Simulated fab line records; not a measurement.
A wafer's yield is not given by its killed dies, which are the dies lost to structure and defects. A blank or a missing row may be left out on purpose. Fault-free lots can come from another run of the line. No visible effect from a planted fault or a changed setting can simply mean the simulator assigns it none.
Which tool did it? / flow nandHarc / Sampling: 24 lots, 72 wafers, 5 of 1159 route steps

## WHAT THE GAUGES SHOWED, per wafer
NHARC_P_BONDPAD_INSPECT_23.
lot=L074; measured=day 6 13:46; on=defectInspect-02; rawDefectCount=256 314 438
lot=L075; measured=day 7 02:32; on=defectInspect-01; rawDefectCount=499 410 672
lot=L076; measured=day 7 03:29; on=defectInspect-01; rawDefectCount=296 339 302
lot=L077; measured=day 7 03:58; on=defectInspect-01; rawDefectCount=538 598 1130
lot=L078; measured=day 7 11:32; on=defectInspect-01; rawDefectCount=297 380 329
lot=L079; measured=day 7 20:40; on=defectInspect-02; rawDefectCount=324 305 276
lot=L080; measured=day 7 23:40; on=defectInspect-02; rawDefectCount=311 333 205
lot=L081; measured=day 8 00:04; on=defectInspect-01; rawDefectCount=410 498 642
lot=L083; measured=day 8 14:50; on=defectInspect-02; rawDefectCount=401 286 211
lot=L084; measured=day 8 15:10; on=defectInspect-02; rawDefectCount=146 185 146
lot=L082; measured=day 8 16:07; on=defectInspect-02; rawDefectCount=359 277 311
lot=L085; measured=day 9 08:04; on=defectInspect-02; rawDefectCount=317 253 207
lot=L087; measured=day 9 17:20; on=defectInspect-02; rawDefectCount=377 323 239
lot=L086; measured=day 9 18:33; on=defectInspect-02; rawDefectCount=311 365 270
lot=L088; measured=day 10 12:34; on=defectInspect-01; rawDefectCount=420 509 438
lot=L089; measured=day 10 15:55; on=defectInspect-01; rawDefectCount=216 224 327
lot=L090; measured=day 10 16:40; on=defectInspect-02; rawDefectCount=398 252 259
lot=L091; measured=day 10 17:21; on=defectInspect-02; rawDefectCount=266 232 191
lot=L092; measured=day 10 22:05; on=defectInspect-02; rawDefectCount=274 320 300
lot=L093; measured=day 10 22:17; on=defectInspect-01; rawDefectCount=214 443 250
lot=L094; measured=day 11 21:10; on=defectInspect-01; rawDefectCount=234 345 269
lot=L095; measured=day 11 21:18; on=defectInspect-01; rawDefectCount=323 340 388
lot=L096; measured=day 11 23:21; on=defectInspect-01; rawDefectCount=206 310 331
lot=L097; measured=day 11 23:57; on=defectInspect-02; rawDefectCount=292 469 352

NHARC_A_ONON_D1_THK_MEAS_30: measures by ellipsometry.
lot=L074; measured=day 8 00:44; on=filmMetro-02; thkNm (nm)=1003 1001 1003
lot=L075; measured=day 8 16:20; on=filmMetro-01; thkNm (nm)=1007 1006 1006
lot=L076; measured=day 8 16:27; on=filmMetro-02; thkNm (nm)=996 996 996
lot=L077; measured=day 8 16:19; on=filmMetro-01; thkNm (nm)=997 997 996
lot=L078; measured=day 9 03:03; on=filmMetro-02; thkNm (nm)=1002 1004 1003
lot=L079; measured=day 9 07:58; on=filmMetro-02; thkNm (nm)=1011 1008 1010
lot=L080; measured=day 9 11:30; on=filmMetro-02; thkNm (nm)=1013 1013 1013
lot=L081; measured=day 9 11:29; on=filmMetro-01; thkNm (nm)=987 988 988
lot=L083; measured=day 10 03:41; on=filmMetro-02; thkNm (nm)=1007 1005 1008
lot=L084; measured=day 10 03:54; on=filmMetro-02; thkNm (nm)=986 983 985
lot=L082; measured=day 10 03:33; on=filmMetro-02; thkNm (nm)=996 998 998
lot=L085; measured=day 10 22:49; on=filmMetro-01; thkNm (nm)=1013 1013 1015
lot=L087; measured=day 11 06:38; on=filmMetro-01; thkNm (nm)=993 991 993
lot=L086; measured=day 11 06:39; on=filmMetro-02; thkNm (nm)=1016 1016 1017
lot=L088; measured=day 12 03:14; on=filmMetro-01; thkNm (nm)=999 998 998
lot=L089; measured=day 12 03:35; on=filmMetro-01; thkNm (nm)=1007 1008 1007
lot=L090; measured=day 12 03:13; on=filmMetro-02; thkNm (nm)=997 997 997
lot=L091; measured=day 12 03:22; on=filmMetro-02; thkNm (nm)=1004 1007 1006
lot=L092; measured=day 12 11:01; on=filmMetro-01; thkNm (nm)=971 971 970
lot=L093; measured=day 12 11:02; on=filmMetro-02; thkNm (nm)=998 997 998
lot=L094; measured=day 13 10:04; on=filmMetro-02; thkNm (nm)=998 998 997
lot=L095; measured=day 13 10:26; on=filmMetro-02; thkNm (nm)=1015 1014 1012
lot=L096; measured=day 13 10:05; on=filmMetro-01; thkNm (nm)=1015 1014 1017
lot=L097; measured=day 13 10:13; on=filmMetro-02; thkNm (nm)=997 997 998

NHARC_A_CHANNEL_HOLE_D1_INSPECT_12.
lot=L074; measured=day 8 05:36; on=defectInspect-02; rawDefectCount=3 6 7
lot=L075; measured=day 8 21:14; on=defectInspect-02; rawDefectCount=4 5 7
lot=L076; measured=day 8 21:38; on=defectInspect-02; rawDefectCount=2 3 2
lot=L077; measured=day 8 20:16; on=defectInspect-02; rawDefectCount=9 5 7
lot=L078; measured=day 9 06:37; on=defectInspect-01; rawDefectCount=2 7 7
lot=L079; measured=day 9 11:20; on=defectInspect-02; rawDefectCount=5 6 4
lot=L080; measured=day 9 14:46; on=defectInspect-01; rawDefectCount=8 8 5
lot=L081; measured=day 9 14:57; on=defectInspect-01; rawDefectCount=7 5 5
lot=L083; measured=day 10 08:18; on=defectInspect-02; rawDefectCount=5 4 8
lot=L084; measured=day 10 08:33; on=defectInspect-02; rawDefectCount=3 2 5
lot=L082; measured=day 10 06:58; on=defectInspect-01; rawDefectCount=3 6 7
lot=L085; measured=day 11 02:30; on=defectInspect-01; rawDefectCount=9 3 5
lot=L087; measured=day 11 10:36; on=defectInspect-01; rawDefectCount=8 5 8
lot=L086; measured=day 11 10:52; on=defectInspect-02; rawDefectCount=8 2 5
lot=L088; measured=day 12 07:02; on=defectInspect-01; rawDefectCount=7 5 5
lot=L089; measured=day 12 09:02; on=defectInspect-02; rawDefectCount=2 3 7
lot=L090; measured=day 12 06:40; on=defectInspect-02; rawDefectCount=4 5 6
lot=L091; measured=day 12 07:11; on=defectInspect-02; rawDefectCount=3 3 5
lot=L092; measured=day 12 14:29; on=defectInspect-01; rawDefectCount=3 7 5
lot=L093; measured=day 12 16:11; on=defectInspect-02; rawDefectCount=2 1 4
lot=L094; measured=day 13 15:57; on=defectInspect-01; rawDefectCount=7 4 4
lot=L095; measured=day 13 17:58; on=defectInspect-01; rawDefectCount=12 4 11
lot=L096; measured=day 13 15:07; on=defectInspect-01; rawDefectCount=5 6 6
lot=L097; measured=day 13 17:13; on=defectInspect-01; rawDefectCount=7 5 6

## EACH LOT AND THE TOOL THAT RAN IT (in order: tool; ch and the chambers of the sampled wafers; start)
lot=L074; NHARC_A_ONON_D1_DEP_33=pecvd-02 ch 0,1, day 8 00:51; NHARC_A_CHANNEL_HOLE_D1_DEP_00=aclDep-01 ch 0, day 8 02:47
lot=L075; NHARC_A_ONON_D1_DEP_33=pecvd-01 ch 0,2, day 8 16:24; NHARC_A_CHANNEL_HOLE_D1_DEP_00=aclDep-01 ch 0, day 8 18:46
lot=L076; NHARC_A_ONON_D1_DEP_33=pecvd-02 ch 0,2, day 8 16:34; NHARC_A_CHANNEL_HOLE_D1_DEP_00=aclDep-03 ch 0, day 8 19:09
lot=L077; NHARC_A_ONON_D1_DEP_33=pecvd-04 ch 0,1,2, day 8 16:25; NHARC_A_CHANNEL_HOLE_D1_DEP_00=aclDep-02 ch 0, day 8 18:08
lot=L078; NHARC_A_ONON_D1_DEP_33=pecvd-02 ch 0,1, day 9 03:07; NHARC_A_CHANNEL_HOLE_D1_DEP_00=aclDep-03 ch 0, day 9 03:59
lot=L079; NHARC_A_ONON_D1_DEP_33=pecvd-01 ch 0,1, day 9 08:01; NHARC_A_CHANNEL_HOLE_D1_DEP_00=aclDep-03 ch 0, day 9 09:02
lot=L080; NHARC_A_ONON_D1_DEP_33=pecvd-02 ch 0,1,2, day 9 11:34; NHARC_A_CHANNEL_HOLE_D1_DEP_00=aclDep-02 ch 0, day 9 12:25
lot=L081; NHARC_A_ONON_D1_DEP_33=pecvd-01 ch 1,2, day 9 11:33; NHARC_A_CHANNEL_HOLE_D1_DEP_00=aclDep-03 ch 0, day 9 12:07
lot=L083; NHARC_A_ONON_D1_DEP_33=pecvd-02 ch 0,1,2, day 10 04:03; NHARC_A_CHANNEL_HOLE_D1_DEP_00=aclDep-03 ch 0, day 10 05:28
lot=L084; NHARC_A_ONON_D1_DEP_33=pecvd-04 ch 0,1,2, day 10 04:11; NHARC_A_CHANNEL_HOLE_D1_DEP_00=aclDep-02 ch 0, day 10 05:40
lot=L082; NHARC_A_ONON_D1_DEP_33=pecvd-01 ch 0,2, day 10 03:37; NHARC_A_CHANNEL_HOLE_D1_DEP_00=aclDep-01 ch 0, day 10 04:10
lot=L085; NHARC_A_ONON_D1_DEP_33=pecvd-04 ch 0,2, day 10 23:04; NHARC_A_CHANNEL_HOLE_D1_DEP_00=aclDep-02 ch 0, day 10 23:37
lot=L087; NHARC_A_ONON_D1_DEP_33=pecvd-02 ch 1,2, day 11 07:12; NHARC_A_CHANNEL_HOLE_D1_DEP_00=aclDep-01 ch 0, day 11 08:04
lot=L086; NHARC_A_ONON_D1_DEP_33=pecvd-02 ch 0,2, day 11 07:31; NHARC_A_CHANNEL_HOLE_D1_DEP_00=aclDep-02 ch 0, day 11 08:01
lot=L088; NHARC_A_ONON_D1_DEP_33=pecvd-01 ch 1,2, day 12 03:17; NHARC_A_CHANNEL_HOLE_D1_DEP_00=aclDep-01 ch 0, day 12 04:35
lot=L089; NHARC_A_ONON_D1_DEP_33=pecvd-04 ch 0,2, day 12 03:47; NHARC_A_CHANNEL_HOLE_D1_DEP_00=aclDep-01 ch 0, day 12 06:09
lot=L090; NHARC_A_ONON_D1_DEP_33=pecvd-02 ch 1,2, day 12 03:16; NHARC_A_CHANNEL_HOLE_D1_DEP_00=aclDep-03 ch 0, day 12 03:49
lot=L091; NHARC_A_ONON_D1_DEP_33=pecvd-02 ch 0,1,2, day 12 03:32; NHARC_A_CHANNEL_HOLE_D1_DEP_00=aclDep-02 ch 0, day 12 04:23
lot=L092; NHARC_A_ONON_D1_DEP_33=pecvd-02 ch 1,2, day 12 11:07; NHARC_A_CHANNEL_HOLE_D1_DEP_00=aclDep-01 ch 0, day 12 11:39
lot=L093; NHARC_A_ONON_D1_DEP_33=pecvd-02 ch 0,1, day 12 11:21; NHARC_A_CHANNEL_HOLE_D1_DEP_00=aclDep-02 ch 0, day 12 13:25
lot=L094; NHARC_A_ONON_D1_DEP_33=pecvd-01 ch 0,2, day 13 10:07; NHARC_A_CHANNEL_HOLE_D1_DEP_00=aclDep-03 ch 0, day 13 13:19
lot=L095; NHARC_A_ONON_D1_DEP_33=pecvd-04 ch 0,2, day 13 10:29; NHARC_A_CHANNEL_HOLE_D1_DEP_00=aclDep-03 ch 0, day 13 15:13
lot=L096; NHARC_A_ONON_D1_DEP_33=pecvd-04 ch 0,2, day 13 10:17; NHARC_A_CHANNEL_HOLE_D1_DEP_00=aclDep-02 ch 0, day 13 12:38
lot=L097; NHARC_A_ONON_D1_DEP_33=pecvd-02 ch 0,1,2, day 13 10:19; NHARC_A_CHANNEL_HOLE_D1_DEP_00=aclDep-02 ch 0, day 13 14:33
- NHARC_A_ONON_D1_DEP_33: deposits SiO2, target thk 200 nm.
- NHARC_A_CHANNEL_HOLE_D1_DEP_00: deposits aC, target thk 3100 nm.

## WHAT THE TOOLS THEMSELVES READ (means of the sampled wafers that have a number; where no wafer has one, the mark that the record gives instead)
NHARC_A_ONON_D1_DEP_33.
lot=L074; tool=pecvd-02; heaterPowerW (W)=631; throttleValvePct (%)=15.7
lot=L075; tool=pecvd-01; heaterPowerW (W)=605; throttleValvePct (%)=16.3
lot=L076; tool=pecvd-02; heaterPowerW (W)=611; throttleValvePct (%)=15.8
lot=L077; tool=pecvd-04; heaterPowerW (W)=542; throttleValvePct (%)=15.6
lot=L078; tool=pecvd-02; heaterPowerW (W)=577; throttleValvePct (%)=15.7
lot=L079; tool=pecvd-01; heaterPowerW (W)=590; throttleValvePct (%)=16.3
lot=L080; tool=pecvd-02; heaterPowerW (W)=616; throttleValvePct (%)=15.7
lot=L081; tool=pecvd-01; heaterPowerW (W)=445; throttleValvePct (%)=16.4
lot=L083; tool=pecvd-02; heaterPowerW (W)=636; throttleValvePct (%)=15.8
lot=L084; tool=pecvd-04; heaterPowerW (W)=567; throttleValvePct (%)=15.6
lot=L082; tool=pecvd-01; heaterPowerW (W)=557; throttleValvePct (%)=16.2
lot=L085; tool=pecvd-04; heaterPowerW (W)=503; throttleValvePct (%)=15.4
lot=L087; tool=pecvd-02; heaterPowerW (W)=665; throttleValvePct (%)=15.7
lot=L086; tool=pecvd-02; heaterPowerW (W)=627; throttleValvePct (%)=15.9
lot=L088; tool=pecvd-01; heaterPowerW (W)=399; throttleValvePct (%)=15.9
lot=L089; tool=pecvd-04; heaterPowerW (W)=574; throttleValvePct (%)=15.2
lot=L090; tool=pecvd-02; heaterPowerW (W)=564; throttleValvePct (%)=15.8
lot=L091; tool=pecvd-02; heaterPowerW (W)=598; throttleValvePct (%)=15.8
lot=L092; tool=pecvd-02; heaterPowerW (W)=645; throttleValvePct (%)=15.6
lot=L093; tool=pecvd-02; heaterPowerW (W)=633; throttleValvePct (%)=16.0
lot=L094; tool=pecvd-01; heaterPowerW (W)=465; throttleValvePct (%)=15.8
lot=L095; tool=pecvd-04; heaterPowerW (W)=507; throttleValvePct (%)=15.3
lot=L096; tool=pecvd-04; heaterPowerW (W)=477; throttleValvePct (%)=15.4
lot=L097; tool=pecvd-02; heaterPowerW (W)=609; throttleValvePct (%)=15.9

NHARC_A_CHANNEL_HOLE_D1_DEP_00.
lot=L074; tool=aclDep-01; throttleValvePct (%)=35.008
lot=L075; tool=aclDep-01; throttleValvePct (%)=35.002
lot=L076; tool=aclDep-03; throttleValvePct (%)=34.999
lot=L077; tool=aclDep-02; throttleValvePct (%)=35.008
lot=L078; tool=aclDep-03; throttleValvePct (%)=35.004
lot=L079; tool=aclDep-03; throttleValvePct (%)=35.007
lot=L080; tool=aclDep-02; throttleValvePct (%)=35.002
lot=L081; tool=aclDep-03; throttleValvePct (%)=35.007
lot=L083; tool=aclDep-03; throttleValvePct (%)=34.988
lot=L084; tool=aclDep-02; throttleValvePct (%)=34.995
lot=L082; tool=aclDep-01; throttleValvePct (%)=34.999
lot=L085; tool=aclDep-02; throttleValvePct (%)=34.999
lot=L087; tool=aclDep-01; throttleValvePct (%)=35.000
lot=L086; tool=aclDep-02; throttleValvePct (%)=34.996
lot=L088; tool=aclDep-01; throttleValvePct (%)=35.013
lot=L089; tool=aclDep-01; throttleValvePct (%)=35.000
lot=L090; tool=aclDep-03; throttleValvePct (%)=35.000
lot=L091; tool=aclDep-02; throttleValvePct (%)=34.995
lot=L092; tool=aclDep-01; throttleValvePct (%)=35.005
lot=L093; tool=aclDep-02; throttleValvePct (%)=35.000
lot=L094; tool=aclDep-03; throttleValvePct (%)=34.999
lot=L095; tool=aclDep-03; throttleValvePct (%)=34.996
lot=L096; tool=aclDep-02; throttleValvePct (%)=35.000
lot=L097; tool=aclDep-02; throttleValvePct (%)=35.000

## THE ANSWER, worked out from the rows above alone
Rule: the lots themselves supply what counts as usual. The widest of any qualifying gaps counts: lots, ordered by their means at a reading, are off when they make up no more than a third of the lots, leave a main group of 4 or more, and stand apart from it by 3 or more times the standard deviation of that group's means. A main group is skipped when, at the precision printed for the reading in the tables above, its means are all equal. A lot without any number at a reading at which 4 lots or more have one is off too. All remaining lots with rows at the step are treated as sound. First the gauges in route order, then the tools' own readings, where a lot's mean is used as printed above. The first step at which some lot is off is used, and at that step the reading that is off furthest; a lot without a number counts as furthest.
No lot is off at any reading shown: from this, nothing can be told.

## WHAT THE SIMULATOR PUT IN
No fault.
